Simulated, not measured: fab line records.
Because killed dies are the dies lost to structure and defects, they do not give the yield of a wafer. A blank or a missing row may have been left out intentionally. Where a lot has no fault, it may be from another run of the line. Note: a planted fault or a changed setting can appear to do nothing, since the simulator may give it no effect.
fab line records	flow nandHarc
record lots=24	wafers=72	lastDay=24
route steps=1159 shown P_M0@269 P_M1@300 P_M2@349 P_BONDPAD@353
lots that met no fault: taken from a fault-free run of the same line
startH: start of the lot's first displayed wafer, in hours after the record's first day	waitH: hours elapsed since this lot's preceding step	" repeats the value in the row above	L1.1+2: a single row standing in for several wafers	- no value present, or no start provided	* or withheld: withheld	< > ~ a bound
route shown NAME@n: a module of which the file shows steps, and the number in the route of the first	usual: the fault-free wafers' mean and standard deviation	same: alike in all rows	chamber/n: place in a boat	sites: per-site readings	_std_site: standard deviation across them	_edge_site: the outer-site mean with the inner-site mean subtracted	radiusMm: how far each site lies from the wafer's centre	mask NAME#n: copy n	behind: the tool/chamber that last shaped the wafer	hold: what put the lot on hold/how long, in hours/how the hold closed	device: whichever transistor did not switch (one of n, p or np)	end of line: the tests these same wafers got at the end of their route	for a step that has no rows: nothing shown but its recipe	killed: not the wafer's yield, but the dies lost to structure and defects at the first sort	map: dies across one wafer; x = killed, . = not, _ = none there
set.NAME: the setting as run; set.NAME@STEP: as run at that earlier step	model.NAME: the simulator's own value behind a step, which no gauge read
the route's steps for a sample of lots (tables are steps, rows are wafers)
services: when a tool's chamber went out of use (startH, in hours from the record's first day, below 0 if earlier), for how many hours, and the reason
## steps
# step NHARC_P_M0_CD_MEAS_16
# usual cdNm=89.8/0.63
lot.wafer	tool	chamber	startH	waitH	cdNm
L074.1	cdSem-02	-	111.25	-	89.7
L074.3	"	-	"	"	89.9
L074.5	"	-	"	"	89.7
L076.1	cdSem-03	-	124.79	-	89.5
L076.2	"	-	"	"	89.2
L076.5	"	-	"	"	89.1
L075.2	cdSem-02	-	125.38	-	88.5
L075.3	"	-	"	"	88.3
L075.6	"	-	"	"	88.1
L077.3	cdSem-03	-	133.33	-	88.9
L077.4	"	-	"	"	88.8
L077.5	"	-	"	"	90.1
L078.2	cdSem-02	-	133.86	-	90.4
L078.5	"	-	"	"	89.7
L078.6	"	-	"	"	89.7
L080.1	cdSem-03	-	151.28	-	89.5
L080.2	"	-	"	"	89.0
L080.6	"	-	"	"	89.7
L079.1	cdSem-01	-	153.42	-	90.6
L079.4	"	-	"	"	90.7
L079.6	"	-	"	"	90.8
L081.1	cdSem-01	-	158.02	-	90.3
L081.3	"	-	"	"	89.7
L081.6	"	-	"	"	89.8
L082.3	cdSem-01	-	161.46	-	89.7
L082.4	"	-	"	"	89.5
L082.6	"	-	"	"	89.8
L083.3	cdSem-03	-	161.62	-	90.2
L083.4	"	-	"	"	90.9
L083.6	"	-	"	"	90.5
L085.1	cdSem-03	-	176.06	-	90.2
L085.3	"	-	"	"	89.4
L085.4	"	-	"	"	90.4
L084.2	cdSem-01	-	177.53	-	88.8
L084.3	"	-	"	"	89.0
L084.6	"	-	"	"	88.5
L086.2	cdSem-01	-	190.74	-	90.3
L086.4	"	-	"	"	89.9
L086.5	"	-	"	"	90.5
L087.1	cdSem-03	-	195.70	-	89.4
L087.2	"	-	"	"	89.2
L087.3	"	-	"	"	89.2
L088.2	cdSem-01	-	209.27	-	90.8
L088.5	"	-	"	"	90.4
L088.6	"	-	"	"	90.5
L089.1	cdSem-01	-	213.21	-	89.3
L089.4	"	-	"	"	90.4
L089.5	"	-	"	"	89.8
L090.1	cdSem-02	-	214.32	-	90.6
L090.2	"	-	"	"	90.3
L090.4	"	-	"	"	89.1
L092.1	cdSem-01	-	216.78	-	89.6
L092.2	"	-	"	"	90.1
L092.4	"	-	"	"	89.3
L091.1	cdSem-02	-	217.17	-	89.9
L091.3	"	-	"	"	89.4
L091.5	"	-	"	"	90.5
L093.1	cdSem-03	-	223.85	-	89.1
L093.2	"	-	"	"	90.3
L093.3	"	-	"	"	89.5
L094.1	cdSem-02	-	234.73	-	90.8
L094.3	"	-	"	"	90.0
L094.5	"	-	"	"	90.5
L095.2	cdSem-03	-	241.34	-	89.8
L095.4	"	-	"	"	90.6
L095.5	"	-	"	"	90.2
L097.1	cdSem-01	-	246.06	-	90.8
L097.2	"	-	"	"	89.8
L097.3	"	-	"	"	90.7
L096.1	cdSem-03	-	246.95	-	90.5
L096.4	"	-	"	"	89.5
L096.5	"	-	"	"	89.3
# step NHARC_P_M0_PVD_21
# recipe targetThkA=300	chamberPressurePa=5	powerW=5000	substrateTempC=30	timeS=20.49	material=Cu
# usual throttleValvePct=30.1/0.81
lot.wafer	tool	chamber	startH	waitH	throttleValvePct
L074.3	pvdSputter-01	-	-	-	29.5
L074.1	"	-	"	"	29.0
L074.5	"	-	"	"	29.4
L076.1	pvdSputter-01	-	-	-	29.9
L076.2	"	-	"	"	29.8
L076.5	"	-	"	"	29.0
L075.2	pvdSputter-03	-	-	-	29.1
L075.3	"	-	"	"	30.0
L075.6	"	-	"	"	29.9
L077.3	pvdSputter-01	-	-	-	29.1
L077.4	"	-	"	"	29.7
L077.5	"	-	"	"	30.2
L078.2	pvdSputter-02	-	-	-	28.8
L078.5	"	-	"	"	28.8
L078.6	"	-	"	"	31.5
L080.2	pvdSputter-03	-	-	-	30.0
L080.1	"	-	"	"	30.1
L080.6	"	-	"	"	30.3
L079.1	pvdSputter-03	-	-	-	29.6
L079.4	"	-	"	"	29.1
L079.6	"	-	"	"	30.5
L081.3	pvdSputter-02	-	-	-	29.0
L081.1	"	-	"	"	31.1
L081.6	"	-	"	"	31.2
L082.4	pvdSputter-03	-	-	-	29.1
L082.3	"	-	"	"	29.8
L082.6	"	-	"	"	29.4
L083.4	pvdSputter-02	-	-	-	29.8
L083.3	"	-	"	"	31.1
L083.6	"	-	"	"	31.5
L085.4	pvdSputter-01	-	-	-	30.1
L085.1	"	-	"	"	30.0
L085.3	"	-	"	"	30.7
L084.3	pvdSputter-03	-	-	-	29.1
L084.2	"	-	"	"	30.0
L084.6	"	-	"	"	30.3
L086.4	pvdSputter-03	-	-	-	29.7
L086.2	"	-	"	"	30.1
L086.5	"	-	"	"	29.8
L087.1	pvdSputter-02	-	-	-	31.3
L087.2	"	-	"	"	31.6
L087.3	"	-	"	"	28.9
L088.2	pvdSputter-01	-	-	-	30.4
L088.6	"	-	"	"	30.1
L088.5	"	-	"	"	30.4
L089.1	pvdSputter-03	-	-	-	30.0
L089.4	"	-	"	"	29.1
L089.5	"	-	"	"	29.9
L090.4	pvdSputter-03	-	-	-	30.2
L090.2	"	-	"	"	30.0
L090.1	"	-	"	"	29.4
L092.4	pvdSputter-03	-	-	-	29.6
L092.2	"	-	"	"	30.0
L092.1	"	-	"	"	29.3
L091.1	pvdSputter-01	-	-	-	29.3
L091.3	"	-	"	"	30.3
L091.5	"	-	"	"	30.1
L093.3	pvdSputter-02	-	-	-	30.3
L093.2	"	-	"	"	30.5
L093.1	"	-	"	"	32.3
L094.3	pvdSputter-02	-	-	-	32.1
L094.1	"	-	"	"	29.5
L094.5	"	-	"	"	32.2
L095.2	pvdSputter-02	-	-	-	32.4
L095.4	"	-	"	"	30.7
L095.5	"	-	"	"	30.4
L097.1	pvdSputter-02	-	-	-	30.3
L097.3	"	-	"	"	32.3
L097.2	"	-	"	"	30.1
L096.1	pvdSputter-01	-	-	-	30.2
L096.4	"	-	"	"	29.8
L096.5	"	-	"	"	29.2
# step NHARC_P_M1_ETCH_15
# recipe targetDepthA=1825	timeS=91.2	c4f8FlowSccm=withheld	arFlowSccm=400	rfW=600	biasW=300	chemistry=C4F8/Ar
# usual oesProductAu=0.956/0.02	rfFwdPowerW=596.3/1.9	rfVppV=441.3/2.4
lot.wafer	tool	chamber	startH	waitH	oesProductAu	rfFwdPowerW	rfHoursCounterH	rfVppV
L074.3	rieDiel-12	0	-	-	0.982	600.1	4	442.5
L074.1	"	2	"	"	0.957	595.5	5	445.2
L074.5	"	0	"	"	0.963	599.7	-	441.0
L076.2	rieDiel-04	1	-	-	0.961	597.8	0	438.0
L076.1	"	2	"	"	0.972	593.8	0	439.1
L076.5	"	1	"	"	0.954	596.5	-	439.0
L075.2	rieDiel-12	1	-	-	0.927	598.4	5	438.5
L075.3	"	3	"	"	0.924	596.2	6	440.7
L075.6	"	1	"	"	0.916	598.6	-	438.4
L077.4	rieDiel-12	2	-	-	0.921	599.0	6	445.0
L077.3	"	3	"	"	0.924	594.2	7	439.8
L077.5	"	2	"	"	0.923	597.3	-	446.0
L078.2	rieDiel-12	3	-	-	0.961	595.1	7	439.8
L078.5	"	1	"	"	0.978	593.9	-	437.5
L078.6	"	2	"	"	0.954	597.4	-	444.2
L080.2	rieDiel-04	1	-	-	0.961	597.2	3	439.3
L080.1	"	2	"	"	0.958	597.1	3	438.2
L080.6	"	2	"	"	0.970	596.2	-	437.5
L079.4	rieDiel-08	3	-	-	0.980	600.0	1	442.9
L079.1	"	2	"	"	0.963	597.2	1	441.0
L079.6	"	0	"	"	0.977	597.0	-	445.1
L081.1	rieDiel-08	1	-	-	0.920	597.6	1	444.4
L081.3	"	3	"	"	0.935	597.6	1	441.1
L081.6	"	2	"	"	0.925	595.0	-	439.4
L082.3	rieDiel-12	0	-	-	0.931	594.8	7	442.0
L082.4	"	1	"	"	0.930	594.8	7	437.8
L082.6	"	2	"	"	0.921	595.3	-	446.2
L083.4	rieDiel-08	2	-	-	0.961	595.5	1	441.7
L083.3	"	0	"	"	0.956	597.2	1	444.6
L083.6	"	1	"	"	0.971	599.2	-	442.9
L085.3	rieDiel-12	0	-	-	0.963	596.5	8	441.6
L085.4	"	1	"	"	0.957	596.5	8	437.1
L085.1	"	3	"	"	0.973	596.2	9	438.7
L084.2	rieDiel-08	2	-	-	0.966	596.8	1	440.7
L084.3	"	1	"	"	0.971	593.5	1	441.1
L084.6	"	3	"	"	0.977	597.7	-	443.0
L086.4	rieDiel-08	3	-	-	0.958	594.5	2	443.8
L086.2	"	2	"	"	0.957	595.9	1	441.8
L086.5	"	3	"	"	0.948	595.7	-	442.2
L087.3	rieDiel-12	3	-	-	0.918	598.1	10	439.5
L087.1	"	0	"	"	0.932	595.4	9	442.1
L087.2	"	2	"	"	0.927	597.5	10	444.4
L088.2	rieDiel-04	1	-	-	0.965	596.8	8	438.6
L088.5	"	3	"	"	0.966	594.5	-	438.5
L088.6	"	0	"	"	0.961	597.3	-	443.0
L089.4	rieDiel-08	3	-	-	0.964	599.3	2	443.1
L089.1	"	0	"	"	0.969	594.8	2	443.0
L089.5	"	2	"	"	0.958	598.0	-	441.3
L090.1	rieDiel-04	1	-	-	0.960	598.6	8	438.3
L090.4	"	2	"	"	0.972	596.0	8	438.2
L090.2	"	3	"	"	0.975	595.0	7	438.6
L092.4	rieDiel-12	1	-	-	0.962	594.0	0	437.7
L092.2	"	3	"	"	0.981	596.5	0	440.5
L092.1	"	0	"	"	0.985	594.7	0	440.2
L091.1	rieDiel-08	2	-	-	0.971	592.5	2	439.9
L091.3	"	3	"	"	0.955	599.5	2	442.6
L091.5	"	1	"	"	0.986	594.7	-	443.2
L093.1	rieDiel-08	1	-	-	0.974	598.8	2	442.1
L093.3	"	2	"	"	0.972	594.4	2	441.5
L093.2	"	3	"	"	0.955	597.4	2	441.9
L094.3	rieDiel-08	1	-	-	0.961	594.0	3	441.8
L094.1	"	2	"	"	0.968	594.3	3	441.3
L094.5	"	1	"	"	0.963	595.6	-	442.2
L095.2	rieDiel-08	2	-	-	0.960	596.2	3	441.2
L095.4	"	3	"	"	0.977	598.5	3	441.9
L095.5	"	1	"	"	0.968	597.7	-	441.9
L097.3	rieDiel-12	0	-	-	0.972	594.7	1	440.5
L097.1	"	1	"	"	0.955	598.2	2	439.1
L097.2	"	2	"	"	0.960	596.2	2	445.4
L096.1	rieDiel-04	2	-	-	0.931	596.8	12	437.9
L096.4	"	3	"	"	0.929	593.5	11	438.3
L096.5	"	2	"	"	0.925	595.8	-	438.1
# step NHARC_P_M1_DEP_33
# recipe targetThkA=300	tempC=370	targetThkNm=30	pressureTorr=3	flowSccm=200	rfW=450	material=SiCN
# usual heaterPowerW=567/110	rfFwdPowerW=448.7/1.4	susceptorTempC=369.99/0.18
lot.wafer	tool	chamber	startH	waitH	heaterPowerW	rfFwdPowerW	susceptorTempC
L074.3	pecvd-02	1	118.10	0.1	471	447.5	370.25
L074.1	"	0	"	"	423	449.9	370.01
L074.5	"	2	"	"	672	449.6	370.26
L076.1	pecvd-04	2	131.34	0.1	495	450.5	369.94
L076.2	"	0	"	"	676	450.1	369.90
L076.5	"	1	"	"	523	450.9	369.88
L075.2	pecvd-02	0	131.85	0.1	353	447.5	370.23
L075.3	"	2	"	"	690	449.8	370.02
L075.6	"	1	"	"	485	448.5	369.91
L077.3	pecvd-02	1	139.88	0.1	500	448.8	369.82
L077.4	"	1	"	"	498	449.4	369.59
L077.5	"	2	"	"	623	448.4	370.13
L078.2	pecvd-03	1	141.40	0.1	706	448.4	369.64
L078.5	"	2	"	"	520	447.9	369.79
L078.6	"	1	"	"	714	449.5	370.00
L080.1	pecvd-04	2	158.12	0.1	571	446.1	369.85
L080.2	"	0	"	"	666	448.2	369.53
L080.6	"	2	"	"	579	447.9	370.15
L079.1	pecvd-03	2	160.08	0.1	550	446.3	370.01
L079.6	"	1	"	"	724	447.8	370.10
L079.4	"	2	"	"	557	446.5	370.28
L081.1	pecvd-03	1	164.81	0.1	761	448.2	369.76
L081.3	"	2	"	"	551	447.3	370.04
L081.6	"	1	"	"	749	447.7	369.86
L082.3	pecvd-04	0	167.96	0.1	804	448.4	369.92
L082.4	"	1	"	"	465	449.7	369.79
L082.6	"	2	"	"	547	450.5	369.93
L083.3	pecvd-03	0	168.36	0.1	438	448.0	370.26
L083.4	"	1	"	"	717	449.2	369.92
L083.6	"	2	"	"	547	448.5	369.67
L085.1	pecvd-03	1	182.89	0.1	713	447.2	369.88
L085.3	"	2	"	"	482	450.3	369.94
L085.4	"	0	"	"	468	452.8	370.21
L084.3	pecvd-03	2	184.14	0.1	513	447.5	369.90
L084.2	"	0	"	"	428	446.6	370.01
L084.6	"	0	"	"	427	445.4	369.76
L086.2	pecvd-03	0	197.35	0.1	462	450.2	370.05
L086.4	"	0	"	"	463	449.4	370.11
L086.5	"	1	"	"	753	449.5	369.96
L087.1	pecvd-03	0	202.35	0.1	441	449.2	370.00
L087.3	"	1	"	"	751	446.2	369.78
L087.2	"	2	"	"	576	449.7	370.34
L088.2	pecvd-02	0	216.02	0.1	437	446.2	370.05
L088.6	"	1	"	"	510	448.8	369.74
L088.5	"	0	"	"	420	447.4	369.82
L089.1	pecvd-04	0	219.82	0.1	622	444.4	370.34
L089.5	"	0	"	"	635	448.1	370.06
L089.4	"	2	"	"	516	447.7	370.16
L090.2	pecvd-04	2	221.26	0.1	553	452.5	370.05
L090.1	"	1	"	"	566	446.9	370.08
L090.4	"	1	"	"	584	447.6	370.09
L092.2	pecvd-04	2	223.45	0.1	636	450.1	369.81
L092.1	"	0	"	"	744	448.9	369.98
L092.4	"	2	"	"	608	450.6	370.07
L091.3	pecvd-02	0	223.65	0.1	357	448.3	369.87
L091.1	"	1	"	"	463	450.0	369.91
L091.5	"	1	"	"	451	450.4	369.80
L093.2	pecvd-04	0	231.17	0.1	741	448.6	370.03
L093.1	"	1	"	"	534	450.3	370.06
L093.3	"	2	"	"	616	451.9	370.02
L094.1	pecvd-04	1	241.53	0.1	584	447.9	369.75
L094.3	"	0	"	"	731	446.7	370.16
L094.5	"	0	"	"	726	447.7	369.85
L095.2	pecvd-03	2	247.94	0.1	490	449.4	369.79
L095.5	"	0	"	"	506	448.2	369.91
L095.4	"	1	"	"	676	448.5	369.85
L097.1	pecvd-02	2	252.69	0.1	699	449.8	369.83
L097.2	"	0	"	"	384	449.5	370.21
L097.3	"	1	"	"	508	448.4	370.05
L096.1	pecvd-02	0	253.42	0.1	387	449.1	370.14
L096.5	"	0	"	"	399	449.0	370.13
L096.4	"	1	"	"	427	445.5	370.00
# step NHARC_P_M2_PRE_CLEAN_32
# recipe timeS=12	tempC=370	rfPowerW=300	gas=NH3
# usual heaterPowerW=613/110	rfFwdPowerW=292.6/0.9	susceptorTempC=370.01/0.25
lot.wafer	tool	chamber	startH	waitH	heaterPowerW	rfFwdPowerW	susceptorTempC
L074.1	pecvd-04	1	122.27	0.1	540	293.1	370.30
L074.3	"	2	"	"	631	294.0	369.80
L074.5	"	2	"	"	622	293.5	370.00
L076.1	pecvd-04	1	135.87	0.1	585	292.3	370.19
L076.2	"	2	"	"	626	292.5	370.08
L076.5	"	0	"	"	807	292.2	370.03
L075.2	pecvd-02	2	136.03	0.1	731	293.3	369.64
L075.3	"	0	"	"	469	293.7	370.24
L075.6	"	2	"	"	732	293.4	370.00
L077.3	pecvd-02	0	143.92	0.1	397	293.6	370.11
L077.5	"	1	"	"	585	292.9	370.33
L077.4	"	2	"	"	771	292.3	370.37
L078.2	pecvd-03	1	145.30	0.1	757	292.4	369.70
L078.6	"	2	"	"	626	292.9	370.16
L078.5	"	0	"	"	534	293.2	370.53
L080.1	pecvd-04	2	162.22	0.1	619	292.4	370.05
L080.2	"	0	"	"	725	292.3	369.83
L080.6	"	1	"	"	612	292.4	370.34
L079.1	pecvd-03	0	164.37	0.1	549	291.0	370.25
L079.6	"	2	"	"	536	292.3	369.83
L079.4	"	1	"	"	780	291.8	369.89
L081.3	pecvd-04	1	169.37	0.1	614	291.2	370.11
L081.1	"	0	"	"	845	294.0	369.61
L081.6	"	0	"	"	856	293.7	369.79
L082.3	pecvd-03	2	172.04	0.1	606	293.4	369.80
L082.6	"	0	"	"	505	292.9	369.66
L082.4	"	1	"	"	858	291.5	370.24
L083.3	pecvd-03	1	172.69	0.1	709	295.3	370.18
L083.6	"	1	"	"	738	293.6	370.09
L083.4	"	0	"	"	545	293.9	369.72
L085.1	pecvd-02	0	187.42	0.1	464	291.7	369.97
L085.4	"	1	"	"	547	291.2	370.28
L085.3	"	0	"	"	459	292.7	370.09
L084.3	pecvd-02	1	188.22	0.1	487	293.9	369.98
L084.2	"	0	"	"	460	294.3	369.89
L084.6	"	0	"	"	471	293.0	370.05
L086.2	pecvd-03	2	201.43	0.1	602	292.2	369.69
L086.5	"	2	"	"	600	292.9	369.82
L086.4	"	0	"	"	532	291.1	370.12
L087.3	pecvd-02	2	206.30	0.1	708	292.2	370.08
L087.2	"	0	"	"	478	293.3	370.16
L087.1	"	1	"	"	495	292.1	369.96
L088.2	pecvd-03	2	220.02	0.1	606	293.3	370.12
L088.6	"	2	"	"	618	293.9	369.90
L088.5	"	1	"	"	716	291.9	369.68
L089.1	pecvd-03	0	223.89	0.1	543	292.7	370.49
L089.4	"	1	"	"	762	292.8	369.83
L089.5	"	0	"	"	549	292.1	370.05
L090.2	pecvd-02	1	225.77	0.1	555	293.3	370.10
L090.1	"	0	"	"	445	293.4	369.60
L090.4	"	2	"	"	680	292.8	370.57
L092.1	pecvd-04	1	227.46	0.1	572	293.9	369.95
L092.2	"	0	"	"	806	292.3	369.99
L092.4	"	2	"	"	617	293.2	369.27
L091.1	pecvd-02	1	227.82	0.1	479	292.2	369.12
L091.3	"	2	"	"	718	291.9	369.89
L091.5	"	2	"	"	709	293.3	370.11
L093.3	pecvd-03	1	235.31	0.1	749	292.1	370.43
L093.2	"	2	"	"	529	292.0	370.09
L093.1	"	0	"	"	569	292.3	370.09
L094.3	pecvd-04	1	246.25	0.5	612	292.4	370.22
L094.1	"	2	"	"	641	291.6	370.22
L094.5	"	2	"	"	635	292.4	369.89
L095.2	pecvd-04	1	252.01	0.1	556	294.6	369.91
L095.5	"	2	"	"	657	292.1	370.56
L095.4	"	1	"	"	546	294.4	369.90
L097.2	pecvd-02	0	256.79	0.1	440	293.3	370.24
L097.3	"	1	"	"	545	292.2	370.07
L097.1	"	2	"	"	729	291.9	370.59
L096.1	pecvd-02	0	257.48	0.1	435	292.4	370.13
L096.4	"	1	"	"	519	292.6	370.09
L096.5	"	2	"	"	684	292.2	370.20
# step NHARC_P_BONDPAD_THK_MEAS_33
# recipe thkMeasGauge=ellipsometry
# usual thkNm=199.9/1.4
lot.wafer	tool	chamber	startH	waitH	thkNm
L074.1	filmMetro-01	-	123.53	0.2	198.1
L074.3	"	-	"	"	199.8
L074.5	"	-	"	"	200.2
L076.1	filmMetro-01	-	137.02	0.2	200.1
L076.2	"	-	"	"	201.4
L076.5	"	-	"	"	200.6
L075.2	filmMetro-01	-	137.57	0.2	199.5
L075.3	"	-	"	"	198.9
L075.6	"	-	"	"	200.0
L077.3	filmMetro-02	-	145.07	0.2	201.5
L077.4	"	-	"	"	200.6
L077.5	"	-	"	"	201.7
L078.2	filmMetro-02	-	146.43	0.2	199.8
L078.5	"	-	"	"	200.2
L078.6	"	-	"	"	198.5
L080.1	filmMetro-01	-	163.38	0.2	198.6
L080.2	"	-	"	"	200.9
L080.6	"	-	"	"	200.4
L079.1	filmMetro-02	-	165.48	0.2	199.6
L079.4	"	-	"	"	200.9
L079.6	"	-	"	"	201.8
L081.1	filmMetro-02	-	170.50	0.1	199.2
L081.3	"	-	"	"	200.8
L081.6	"	-	"	"	199.0
L082.3	filmMetro-02	-	173.17	0.2	197.3
L082.4	"	-	"	"	200.1
L082.6	"	-	"	"	198.9
L083.3	filmMetro-02	-	173.87	0.2	199.0
L083.4	"	-	"	"	197.9
L083.6	"	-	"	"	200.2
L085.1	filmMetro-02	-	188.72	0.2	200.9
L085.3	"	-	"	"	196.9
L085.4	"	-	"	"	198.9
L084.2	filmMetro-02	-	189.38	0.2	200.0
L084.3	"	-	"	"	198.3
L084.6	"	-	"	"	197.0
L086.2	filmMetro-01	-	202.59	0.2	202.8
L086.4	"	-	"	"	200.0
L086.5	"	-	"	"	202.5
L087.1	filmMetro-02	-	207.88	0.2	200.3
L087.2	"	-	"	"	199.8
L087.3	"	-	"	"	197.1
L088.2	filmMetro-02	-	221.17	0.2	198.7
L088.5	"	-	"	"	201.5
L088.6	"	-	"	"	196.6
L089.1	filmMetro-01	-	225.02	0.2	201.3
L089.4	"	-	"	"	199.9
L089.5	"	-	"	"	200.2
L090.1	filmMetro-02	-	226.90	0.2	202.4
L090.2	"	-	"	"	201.2
L090.4	"	-	"	"	200.8
L092.1	filmMetro-01	-	228.74	0.2	198.9
L092.2	"	-	"	"	199.0
L092.4	"	-	"	"	199.1
L091.1	filmMetro-02	-	228.98	0.2	200.6
L091.3	"	-	"	"	199.8
L091.5	"	-	"	"	199.3
L093.1	filmMetro-02	-	236.46	0.2	199.2
L093.2	"	-	"	"	200.3
L093.3	"	-	"	"	199.1
L094.1	filmMetro-02	-	247.42	0.2	201.4
L094.3	"	-	"	"	198.2
L094.5	"	-	"	"	198.4
L095.2	filmMetro-02	-	253.14	0.2	200.8
L095.4	"	-	"	"	201.2
L095.5	"	-	"	"	201.8
L097.1	filmMetro-01	-	257.95	0.2	199.5
L097.2	"	-	"	"	200.7
L097.3	"	-	"	"	200.0
L096.1	filmMetro-02	-	258.60	0.1	202.1
L096.4	"	-	"	"	197.9
L096.5	"	-	"	"	200.1
## services
tool	chamber	startH	hours	kind
pvdSputter-03	-	102.02	10.0	pm
rieDiel-08	0	107.03	5.1	repair
pecvd-03	-	111.00	13.0	pm
pecvd-04	-	124.51	2.7	repair
rieDiel-08	-	124.80	9.0	pm
pecvd-02	-	125.18	0.8	repair
pecvd-02	-	128.19	1.2	repair
pecvd-03	-	129.79	8.6	repair
pvdSputter-03	-	133.31	2.0	repair
pecvd-02	-	137.56	0.9	repair
pecvd-02	-	153.03	13.0	pm
pecvd-02	2	180.33	7.4	repair
pecvd-04	-	195.21	13.0	pm
rieDiel-12	-	202.40	9.0	pm
pecvd-03	1	203.19	12.2	repair
pvdSputter-02	-	206.14	3.0	repair
pvdSputter-02	-	214.00	10.0	pm
pecvd-03	-	217.27	2.7	repair
pecvd-03	2	229.26	5.5	repair
rieDiel-12	0	231.48	9.0	repair
pecvd-02	2	237.16	14.4	repair
rieDiel-12	3	240.93	16.4	repair
rieDiel-12	1	242.28	2.0	repair
rieDiel-12	2	256.09	2.7	repair
## key
fault none
